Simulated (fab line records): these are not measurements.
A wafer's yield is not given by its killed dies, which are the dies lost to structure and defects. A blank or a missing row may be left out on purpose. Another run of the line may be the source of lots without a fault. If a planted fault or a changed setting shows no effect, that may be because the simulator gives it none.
fab line records / flow n5-finfet
record: lots: 12 wafers: 36 last-day: 19
route steps=1938 shown BEOL_M8@1387 BEOL_M9@1403
lots untouched by any fault: they come from a run of this same line in which no faults occurred
start-h: start of the lot's first displayed wafer, in hours after the record's first day / wait-h: hours since the lot's step before / " the same as in the row above / L1.1+2: one row covering several wafers at once / - no value present, or no start provided / * or withheld: withheld / < > ~ a bound
route shown NAME@n: names a module that has steps shown in the file, with the first one's number in the route / usual: the fault-free wafers' mean and standard deviation / same: alike in all rows / chamber/n: place in a boat / sites: each site's reading / _std_site: the values' standard deviation / _edge_site: mean of outer sites minus mean of inner sites / radius-mm: how far each site lies from the wafer's centre / mask NAME#n: copy n / behind: the most recent tool/chamber to have shaped the wafer / hold: why the lot went on hold/how many hours it stayed there/how the hold came to an end / device: names the non-switching transistor (n, p or np) / end of line: tests run on the same wafers once the route is complete / for a step that has no rows: nothing shown but its recipe / killed: count of dies lost to structure and defects at first sort (not the wafer's yield) / map: per-die view of a wafer (x killed, . not killed, _ where there is no die)
set.NAME: the setting the step ran with; set.NAME@STEP: the setting that earlier step ran with / model.NAME: the simulator's own value behind a step, which no gauge read
one table for each step of the route and one row for each wafer, over a sample of lots
services: when a tool's chamber went out of use (start-h, in hours from the record's first day, below 0 if earlier), for how many hours, and the reason
== steps ==
step: N5_BEOL_M8_DEGAS_44
recipe: ambient: vacuum temp-c: 250 time-s: 60
usual: heater-power-w: 337/23 susceptor-temp-C: 250.01/0.17
lot.wafer=L912.4 tool=pvd-sputter-01 chamber=- start-h=221.48 wait-h=0.5 heater-power-w=337 susceptor-temp-C=249.83
lot.wafer=L912.5 tool=pvd-sputter-01 chamber=- start-h=221.48 wait-h=0.5 heater-power-w=357 susceptor-temp-C=250.07
lot.wafer=L912.6 tool=pvd-sputter-01 chamber=- start-h=221.48 wait-h=0.5 heater-power-w=374 susceptor-temp-C=250.05
lot.wafer=L913.1 tool=pvd-sputter-01 chamber=- start-h=236.54 wait-h=0.6 heater-power-w=354 susceptor-temp-C=250.09
lot.wafer=L913.2 tool=pvd-sputter-01 chamber=- start-h=236.54 wait-h=0.6 heater-power-w=342 susceptor-temp-C=249.90
lot.wafer=L913.4 tool=pvd-sputter-01 chamber=- start-h=236.54 wait-h=0.6 heater-power-w=379 susceptor-temp-C=250.25
lot.wafer=L916.2 tool=pvd-sputter-03 chamber=- start-h=246.83 wait-h=0.6 heater-power-w=330 susceptor-temp-C=249.85
lot.wafer=L916.4 tool=pvd-sputter-03 chamber=- start-h=246.83 wait-h=0.6 heater-power-w=363 susceptor-temp-C=249.72
lot.wafer=L916.5 tool=pvd-sputter-03 chamber=- start-h=246.83 wait-h=0.6 heater-power-w=329 susceptor-temp-C=250.28
lot.wafer=L918.1 tool=pvd-sputter-02 chamber=- start-h=254.83 wait-h=0.3 heater-power-w=286 susceptor-temp-C=249.76
lot.wafer=L918.2 tool=pvd-sputter-02 chamber=- start-h=254.83 wait-h=0.3 heater-power-w=299 susceptor-temp-C=249.93
lot.wafer=L918.6 tool=pvd-sputter-02 chamber=- start-h=254.83 wait-h=0.3 heater-power-w=294 susceptor-temp-C=249.72
lot.wafer=L919.1 tool=pvd-sputter-03 chamber=- start-h=261.93 wait-h=1.2 heater-power-w=328 susceptor-temp-C=249.78
lot.wafer=L919.3 tool=pvd-sputter-03 chamber=- start-h=261.93 wait-h=1.2 heater-power-w=349 susceptor-temp-C=249.90
lot.wafer=L919.4 tool=pvd-sputter-03 chamber=- start-h=261.93 wait-h=1.2 heater-power-w=347 susceptor-temp-C=249.96
lot.wafer=L921.1 tool=pvd-sputter-01 chamber=- start-h=285.58 wait-h=0.5 heater-power-w=362 susceptor-temp-C=249.85
lot.wafer=L921.4 tool=pvd-sputter-01 chamber=- start-h=285.58 wait-h=0.5 heater-power-w=338 susceptor-temp-C=249.97
lot.wafer=L921.6 tool=pvd-sputter-01 chamber=- start-h=285.58 wait-h=0.5 heater-power-w=365 susceptor-temp-C=250.21
lot.wafer=L923.4 tool=pvd-sputter-02 chamber=- start-h=307.98 wait-h=1.4 heater-power-w=345 susceptor-temp-C=250.03
lot.wafer=L923.5 tool=pvd-sputter-02 chamber=- start-h=307.98 wait-h=1.4 heater-power-w=348 susceptor-temp-C=250.15
lot.wafer=L923.6 tool=pvd-sputter-02 chamber=- start-h=307.98 wait-h=1.4 heater-power-w=291 susceptor-temp-C=250.01
lot.wafer=L933.2 tool=pvd-sputter-02 chamber=- start-h=344.42 wait-h=1.0 heater-power-w=337 susceptor-temp-C=249.78
lot.wafer=L933.3 tool=pvd-sputter-02 chamber=- start-h=344.42 wait-h=1.0 heater-power-w=352 susceptor-temp-C=250.16
lot.wafer=L933.6 tool=pvd-sputter-02 chamber=- start-h=344.42 wait-h=1.0 heater-power-w=345 susceptor-temp-C=250.24
lot.wafer=L931.2 tool=pvd-sputter-01 chamber=- start-h=345.36 wait-h=0.3 heater-power-w=338 susceptor-temp-C=249.93
lot.wafer=L931.4 tool=pvd-sputter-01 chamber=- start-h=345.36 wait-h=0.3 heater-power-w=358 susceptor-temp-C=249.85
lot.wafer=L931.5 tool=pvd-sputter-01 chamber=- start-h=345.36 wait-h=0.3 heater-power-w=338 susceptor-temp-C=250.00
lot.wafer=L932.2 tool=pvd-sputter-01 chamber=- start-h=365.51 wait-h=0.6 heater-power-w=336 susceptor-temp-C=249.76
lot.wafer=L932.4 tool=pvd-sputter-01 chamber=- start-h=365.51 wait-h=0.6 heater-power-w=379 susceptor-temp-C=249.90
lot.wafer=L932.5 tool=pvd-sputter-01 chamber=- start-h=365.51 wait-h=0.6 heater-power-w=342 susceptor-temp-C=250.12
lot.wafer=L934.3 tool=pvd-sputter-01 chamber=- start-h=373.99 wait-h=0.3 heater-power-w=337 susceptor-temp-C=250.28
lot.wafer=L934.4 tool=pvd-sputter-01 chamber=- start-h=373.99 wait-h=0.3 heater-power-w=359 susceptor-temp-C=249.96
lot.wafer=L934.6 tool=pvd-sputter-01 chamber=- start-h=373.99 wait-h=0.3 heater-power-w=359 susceptor-temp-C=249.93
lot.wafer=L935.3 tool=pvd-sputter-02 chamber=- start-h=383.22 wait-h=0.6 heater-power-w=349 susceptor-temp-C=249.95
lot.wafer=L935.4 tool=pvd-sputter-02 chamber=- start-h=383.22 wait-h=0.6 heater-power-w=282 susceptor-temp-C=250.14
lot.wafer=L935.5 tool=pvd-sputter-02 chamber=- start-h=383.22 wait-h=0.6 heater-power-w=346 susceptor-temp-C=249.95
step: N5_BEOL_M8_PRE_CLEAN_45
recipe: gas: H2/He time-s: 30 temp-c: 250
usual: heater-power-w: 337/22 susceptor-temp-C: 249.97/0.17
lot.wafer=L912.4 tool=pvd-sputter-01 chamber=- start-h=221.52 wait-h=0.0 heater-power-w=339 susceptor-temp-C=249.87
lot.wafer=L912.5 tool=pvd-sputter-01 chamber=- start-h=221.52 wait-h=0.0 heater-power-w=355 susceptor-temp-C=249.94
lot.wafer=L912.6 tool=pvd-sputter-01 chamber=- start-h=221.52 wait-h=0.0 heater-power-w=371 susceptor-temp-C=249.97
lot.wafer=L913.1 tool=pvd-sputter-01 chamber=- start-h=236.58 wait-h=0.0 heater-power-w=360 susceptor-temp-C=249.96
lot.wafer=L913.2 tool=pvd-sputter-01 chamber=- start-h=236.58 wait-h=0.0 heater-power-w=325 susceptor-temp-C=249.93
lot.wafer=L913.4 tool=pvd-sputter-01 chamber=- start-h=236.58 wait-h=0.0 heater-power-w=372 susceptor-temp-C=249.85
lot.wafer=L916.2 tool=pvd-sputter-03 chamber=- start-h=246.87 wait-h=0.0 heater-power-w=333 susceptor-temp-C=250.15
lot.wafer=L916.4 tool=pvd-sputter-03 chamber=- start-h=246.87 wait-h=0.0 heater-power-w=360 susceptor-temp-C=250.09
lot.wafer=L916.5 tool=pvd-sputter-03 chamber=- start-h=246.87 wait-h=0.0 heater-power-w=320 susceptor-temp-C=250.03
lot.wafer=L918.1 tool=pvd-sputter-02 chamber=- start-h=254.87 wait-h=0.0 heater-power-w=284 susceptor-temp-C=250.41
lot.wafer=L918.2 tool=pvd-sputter-02 chamber=- start-h=254.87 wait-h=0.0 heater-power-w=296 susceptor-temp-C=250.15
lot.wafer=L918.6 tool=pvd-sputter-02 chamber=- start-h=254.87 wait-h=0.0 heater-power-w=293 susceptor-temp-C=249.95
lot.wafer=L919.1 tool=pvd-sputter-03 chamber=- start-h=261.97 wait-h=0.0 heater-power-w=328 susceptor-temp-C=250.03
lot.wafer=L919.3 tool=pvd-sputter-03 chamber=- start-h=261.97 wait-h=0.0 heater-power-w=363 susceptor-temp-C=249.96
lot.wafer=L919.4 tool=pvd-sputter-03 chamber=- start-h=261.97 wait-h=0.0 heater-power-w=326 susceptor-temp-C=250.12
lot.wafer=L921.1 tool=pvd-sputter-01 chamber=- start-h=285.62 wait-h=0.0 heater-power-w=353 susceptor-temp-C=250.37
lot.wafer=L921.4 tool=pvd-sputter-01 chamber=- start-h=285.62 wait-h=0.0 heater-power-w=341 susceptor-temp-C=250.07
lot.wafer=L921.6 tool=pvd-sputter-01 chamber=- start-h=285.62 wait-h=0.0 heater-power-w=369 susceptor-temp-C=250.03
lot.wafer=L923.4 tool=pvd-sputter-02 chamber=- start-h=308.02 wait-h=0.0 heater-power-w=350 susceptor-temp-C=250.07
lot.wafer=L923.5 tool=pvd-sputter-02 chamber=- start-h=308.02 wait-h=0.0 heater-power-w=350 susceptor-temp-C=250.20
lot.wafer=L923.6 tool=pvd-sputter-02 chamber=- start-h=308.02 wait-h=0.0 heater-power-w=292 susceptor-temp-C=250.14
lot.wafer=L933.2 tool=pvd-sputter-02 chamber=- start-h=344.46 wait-h=0.0 heater-power-w=339 susceptor-temp-C=249.90
lot.wafer=L933.3 tool=pvd-sputter-02 chamber=- start-h=344.46 wait-h=0.0 heater-power-w=351 susceptor-temp-C=249.93
lot.wafer=L933.6 tool=pvd-sputter-02 chamber=- start-h=344.46 wait-h=0.0 heater-power-w=350 susceptor-temp-C=250.01
lot.wafer=L931.2 tool=pvd-sputter-01 chamber=- start-h=345.40 wait-h=0.0 heater-power-w=331 susceptor-temp-C=249.92
lot.wafer=L931.4 tool=pvd-sputter-01 chamber=- start-h=345.40 wait-h=0.0 heater-power-w=362 susceptor-temp-C=249.84
lot.wafer=L931.5 tool=pvd-sputter-01 chamber=- start-h=345.40 wait-h=0.0 heater-power-w=335 susceptor-temp-C=249.87
lot.wafer=L932.2 tool=pvd-sputter-01 chamber=- start-h=365.55 wait-h=0.0 heater-power-w=335 susceptor-temp-C=249.59
lot.wafer=L932.4 tool=pvd-sputter-01 chamber=- start-h=365.55 wait-h=0.0 heater-power-w=379 susceptor-temp-C=250.33
lot.wafer=L932.5 tool=pvd-sputter-01 chamber=- start-h=365.55 wait-h=0.0 heater-power-w=335 susceptor-temp-C=249.61
lot.wafer=L934.3 tool=pvd-sputter-01 chamber=- start-h=374.03 wait-h=0.0 heater-power-w=332 susceptor-temp-C=249.86
lot.wafer=L934.4 tool=pvd-sputter-01 chamber=- start-h=374.03 wait-h=0.0 heater-power-w=354 susceptor-temp-C=250.04
lot.wafer=L934.6 tool=pvd-sputter-01 chamber=- start-h=374.03 wait-h=0.0 heater-power-w=351 susceptor-temp-C=250.24
lot.wafer=L935.3 tool=pvd-sputter-02 chamber=- start-h=383.26 wait-h=0.0 heater-power-w=347 susceptor-temp-C=250.14
lot.wafer=L935.4 tool=pvd-sputter-02 chamber=- start-h=383.26 wait-h=0.0 heater-power-w=294 susceptor-temp-C=250.05
lot.wafer=L935.5 tool=pvd-sputter-02 chamber=- start-h=383.26 wait-h=0.0 heater-power-w=348 susceptor-temp-C=250.06
step: N5_BEOL_M8_PRE_CLEAN_55
recipe: gas: NH3 time-s: 15 temp-c: withheld rf-power-w: 300
usual: rf-fwd-power-W: 294.6/1.8
lot.wafer=L912.4 tool=pecvd-02 chamber=2 start-h=225.26 wait-h=0.0 rf-fwd-power-W=294.3
lot.wafer=L912.5 tool=pecvd-02 chamber=0 start-h=225.26 wait-h=0.0 rf-fwd-power-W=290.9
lot.wafer=L912.6 tool=pecvd-02 chamber=1 start-h=225.26 wait-h=0.0 rf-fwd-power-W=296.1
lot.wafer=L913.1 tool=pecvd-03 chamber=2 start-h=238.30 wait-h=0.0 rf-fwd-power-W=296.6
lot.wafer=L913.2 tool=pecvd-03 chamber=1 start-h=238.30 wait-h=0.0 rf-fwd-power-W=296.6
lot.wafer=L913.4 tool=pecvd-03 chamber=0 start-h=238.30 wait-h=0.0 rf-fwd-power-W=292.7
lot.wafer=L916.2 tool=pecvd-02 chamber=1 start-h=248.29 wait-h=0.0 rf-fwd-power-W=295.5
lot.wafer=L916.4 tool=pecvd-02 chamber=1 start-h=248.29 wait-h=0.0 rf-fwd-power-W=294.7
lot.wafer=L916.5 tool=pecvd-02 chamber=0 start-h=248.29 wait-h=0.0 rf-fwd-power-W=292.4
lot.wafer=L918.1 tool=pecvd-03 chamber=0 start-h=256.92 wait-h=0.0 rf-fwd-power-W=293.2
lot.wafer=L918.2 tool=pecvd-03 chamber=2 start-h=256.92 wait-h=0.0 rf-fwd-power-W=297.3
lot.wafer=L918.6 tool=pecvd-03 chamber=0 start-h=256.92 wait-h=0.0 rf-fwd-power-W=293.6
lot.wafer=L919.1 tool=pecvd-02 chamber=2 start-h=263.60 wait-h=0.0 rf-fwd-power-W=293.3
lot.wafer=L919.3 tool=pecvd-02 chamber=0 start-h=263.60 wait-h=0.0 rf-fwd-power-W=293.3
lot.wafer=L919.4 tool=pecvd-02 chamber=1 start-h=263.60 wait-h=0.0 rf-fwd-power-W=295.2
lot.wafer=L921.1 tool=pecvd-03 chamber=0 start-h=287.40 wait-h=0.0 rf-fwd-power-W=260.5
lot.wafer=L921.4 tool=pecvd-03 chamber=2 start-h=287.40 wait-h=0.0 rf-fwd-power-W=263.9
lot.wafer=L921.6 tool=pecvd-03 chamber=1 start-h=287.40 wait-h=0.0 rf-fwd-power-W=264.0
lot.wafer=L923.4 tool=pecvd-03 chamber=2 start-h=309.96 wait-h=0.0 rf-fwd-power-W=264.5
lot.wafer=L923.5 tool=pecvd-03 chamber=0 start-h=309.96 wait-h=0.0 rf-fwd-power-W=260.8
lot.wafer=L923.6 tool=pecvd-03 chamber=1 start-h=309.96 wait-h=0.0 rf-fwd-power-W=263.7
lot.wafer=L933.2 tool=pecvd-02 chamber=0 start-h=345.95 wait-h=0.0 rf-fwd-power-W=292.6
lot.wafer=L933.3 tool=pecvd-02 chamber=2 start-h=345.95 wait-h=0.0 rf-fwd-power-W=291.4
lot.wafer=L933.6 tool=pecvd-02 chamber=2 start-h=345.95 wait-h=0.0 rf-fwd-power-W=294.0
lot.wafer=L931.2 tool=pecvd-01 chamber=0 start-h=347.06 wait-h=0.0 rf-fwd-power-W=295.8
lot.wafer=L931.4 tool=pecvd-01 chamber=2 start-h=347.06 wait-h=0.0 rf-fwd-power-W=297.0
lot.wafer=L931.5 tool=pecvd-01 chamber=0 start-h=347.06 wait-h=0.0 rf-fwd-power-W=295.4
lot.wafer=L932.2 tool=pecvd-02 chamber=0 start-h=367.55 wait-h=0.0 rf-fwd-power-W=292.5
lot.wafer=L932.4 tool=pecvd-02 chamber=2 start-h=367.55 wait-h=0.0 rf-fwd-power-W=293.0
lot.wafer=L932.5 tool=pecvd-02 chamber=2 start-h=367.55 wait-h=0.0 rf-fwd-power-W=293.1
lot.wafer=L934.3 tool=pecvd-02 chamber=2 start-h=375.59 wait-h=0.0 rf-fwd-power-W=294.0
lot.wafer=L934.4 tool=pecvd-02 chamber=0 start-h=375.59 wait-h=0.0 rf-fwd-power-W=291.6
lot.wafer=L934.6 tool=pecvd-02 chamber=1 start-h=375.59 wait-h=0.0 rf-fwd-power-W=294.6
lot.wafer=L935.3 tool=pecvd-01 chamber=2 start-h=385.44 wait-h=0.0 rf-fwd-power-W=296.1
lot.wafer=L935.4 tool=pecvd-01 chamber=0 start-h=385.44 wait-h=0.0 rf-fwd-power-W=297.1
lot.wafer=L935.5 tool=pecvd-01 chamber=2 start-h=385.44 wait-h=0.0 rf-fwd-power-W=294.4
step: N5_BEOL_M9_THK_MEAS_01
recipe: reads: SiCOH_lowk_of_BEOL_M9_ILD_DEP_00
usual: M9_ILD_THK: 268/4
lot.wafer=L912.4 tool=film-metro-02 chamber=- start-h=226.00 wait-h=0.2 M9_ILD_THK[nm]=271
lot.wafer=L912.5 tool=film-metro-02 chamber=- start-h=226.00 wait-h=0.2 M9_ILD_THK[nm]=268
lot.wafer=L912.6 tool=film-metro-02 chamber=- start-h=226.00 wait-h=0.2 M9_ILD_THK[nm]=272
lot.wafer=L913.1 tool=film-metro-02 chamber=- start-h=239.05 wait-h=0.4 M9_ILD_THK[nm]=265
lot.wafer=L913.2 tool=film-metro-02 chamber=- start-h=239.05 wait-h=0.4 M9_ILD_THK[nm]=264
lot.wafer=L913.4 tool=film-metro-02 chamber=- start-h=239.05 wait-h=0.4 M9_ILD_THK[nm]=268
lot.wafer=L916.2 tool=film-metro-01 chamber=- start-h=249.04 wait-h=0.4 M9_ILD_THK[nm]=262
lot.wafer=L916.4 tool=film-metro-01 chamber=- start-h=249.04 wait-h=0.4 M9_ILD_THK[nm]=270
lot.wafer=L916.5 tool=film-metro-01 chamber=- start-h=249.04 wait-h=0.4 M9_ILD_THK[nm]=270
lot.wafer=L918.1 tool=film-metro-01 chamber=- start-h=257.67 wait-h=0.4 M9_ILD_THK[nm]=262
lot.wafer=L918.2 tool=film-metro-01 chamber=- start-h=257.67 wait-h=0.4 M9_ILD_THK[nm]=263
lot.wafer=L918.6 tool=film-metro-01 chamber=- start-h=257.67 wait-h=0.4 M9_ILD_THK[nm]=269
lot.wafer=L919.1 tool=film-metro-01 chamber=- start-h=264.35 wait-h=0.4 M9_ILD_THK[nm]=265
lot.wafer=L919.3 tool=film-metro-01 chamber=- start-h=264.35 wait-h=0.4 M9_ILD_THK[nm]=265
lot.wafer=L919.4 tool=film-metro-01 chamber=- start-h=264.35 wait-h=0.4 M9_ILD_THK[nm]=272
lot.wafer=L921.1 tool=film-metro-02 chamber=- start-h=288.14 wait-h=0.4 M9_ILD_THK[nm]=269
lot.wafer=L921.4 tool=film-metro-02 chamber=- start-h=288.14 wait-h=0.4 M9_ILD_THK[nm]=270
lot.wafer=L921.6 tool=film-metro-02 chamber=- start-h=288.14 wait-h=0.4 M9_ILD_THK[nm]=273
lot.wafer=L923.4 tool=film-metro-01 chamber=- start-h=310.69 wait-h=0.2 M9_ILD_THK[nm]=270
lot.wafer=L923.5 tool=film-metro-01 chamber=- start-h=310.69 wait-h=0.2 M9_ILD_THK[nm]=272
lot.wafer=L923.6 tool=film-metro-01 chamber=- start-h=310.69 wait-h=0.2 M9_ILD_THK[nm]=276
lot.wafer=L933.2 tool=film-metro-01 chamber=- start-h=346.73 wait-h=0.4 M9_ILD_THK[nm]=261
lot.wafer=L933.3 tool=film-metro-01 chamber=- start-h=346.73 wait-h=0.4 M9_ILD_THK[nm]=268
lot.wafer=L933.6 tool=film-metro-01 chamber=- start-h=346.73 wait-h=0.4 M9_ILD_THK[nm]=268
lot.wafer=L931.2 tool=film-metro-01 chamber=- start-h=347.81 wait-h=0.4 M9_ILD_THK[nm]=269
lot.wafer=L931.4 tool=film-metro-01 chamber=- start-h=347.81 wait-h=0.4 M9_ILD_THK[nm]=272
lot.wafer=L931.5 tool=film-metro-01 chamber=- start-h=347.81 wait-h=0.4 M9_ILD_THK[nm]=271
lot.wafer=L932.2 tool=film-metro-02 chamber=- start-h=368.33 wait-h=0.4 M9_ILD_THK[nm]=266
lot.wafer=L932.4 tool=film-metro-02 chamber=- start-h=368.33 wait-h=0.4 M9_ILD_THK[nm]=270
lot.wafer=L932.5 tool=film-metro-02 chamber=- start-h=368.33 wait-h=0.4 M9_ILD_THK[nm]=273
lot.wafer=L934.3 tool=film-metro-01 chamber=- start-h=376.34 wait-h=0.3 M9_ILD_THK[nm]=266
lot.wafer=L934.4 tool=film-metro-01 chamber=- start-h=376.34 wait-h=0.3 M9_ILD_THK[nm]=272
lot.wafer=L934.6 tool=film-metro-01 chamber=- start-h=376.34 wait-h=0.3 M9_ILD_THK[nm]=275
lot.wafer=L935.3 tool=film-metro-02 chamber=- start-h=386.22 wait-h=0.3 M9_ILD_THK[nm]=266
lot.wafer=L935.4 tool=film-metro-02 chamber=- start-h=386.22 wait-h=0.3 M9_ILD_THK[nm]=268
lot.wafer=L935.5 tool=film-metro-02 chamber=- start-h=386.22 wait-h=0.3 M9_ILD_THK[nm]=267
== services ==
tool=pecvd-03 chamber=2 start-h=202.38 hours=- kind=clean
tool=pecvd-03 chamber=2 start-h=202.38 hours=- kind=consumable-replace:showerhead
tool=pecvd-03 chamber=2 start-h=202.38 hours=29.0 kind=scheduled-down
tool=pecvd-02 chamber=- start-h=217.60 hours=2.5 kind=repair
tool=pecvd-01 chamber=- start-h=231.21 hours=0.4 kind=repair
tool=pecvd-03 chamber=- start-h=236.11 hours=1.5 kind=repair
tool=pecvd-03 chamber=- start-h=240.73 hours=2.1 kind=repair
tool=pecvd-01 chamber=- start-h=241.99 hours=0.7 kind=repair
tool=pecvd-01 chamber=1 start-h=247.33 hours=8.2 kind=repair
tool=pecvd-02 chamber=1 start-h=251.49 hours=5.0 kind=scheduled-down
tool=pecvd-01 chamber=2 start-h=257.10 hours=2.0 kind=repair
tool=pvd-sputter-02 chamber=- start-h=277.88 hours=6.1 kind=repair
tool=pecvd-02 chamber=1 start-h=288.34 hours=2.1 kind=scheduled-down
tool=pvd-sputter-03 chamber=- start-h=298.65 hours=1.0 kind=repair
tool=pecvd-01 chamber=1 start-h=309.99 hours=16.9 kind=repair
tool=pecvd-02 chamber=- start-h=310.81 hours=0.5 kind=repair
tool=pecvd-03 chamber=0 start-h=339.53 hours=21.9 kind=repair
tool=pecvd-02 chamber=1 start-h=365.53 hours=5.5 kind=scheduled-down
tool=pvd-sputter-02 chamber=- start-h=366.77 hours=0.8 kind=repair
tool=pvd-sputter-01 chamber=- start-h=376.77 hours=2.2 kind=repair
tool=pecvd-02 chamber=1 start-h=383.62 hours=- kind=clean
tool=pecvd-02 chamber=1 start-h=383.62 hours=- kind=consumable-replace:showerhead
tool=pecvd-02 chamber=1 start-h=383.62 hours=29.0 kind=scheduled-down
tool=pecvd-02 chamber=1 start-h=383.62 hours=29.0 kind=vent-cycle
== key ==
first-sign: step: N5_BEOL_M8_PRE_CLEAN_55 reading: rf-fwd-power-W direction: down sigmas: 17 usual: * struck: *
effect none on later readings
met-at N5_BEOL_M8_PRE_CLEAN_55
struck-lots L921,L923
not-acting-at N5_BEOL_M8_DEGAS_44,N5_BEOL_M8_PRE_CLEAN_45,N5_BEOL_M9_THK_MEAS_01
onset-between 256.92 287.40
fault: kind: process-parameter-drift tool: pecvd-03 chamber: - onset-h: 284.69 steps: N5_BEOL_M8_PRE_CLEAN_55 channel: rf-power-w offset: * shape: step end-h: 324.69 acts-in: * stated: *
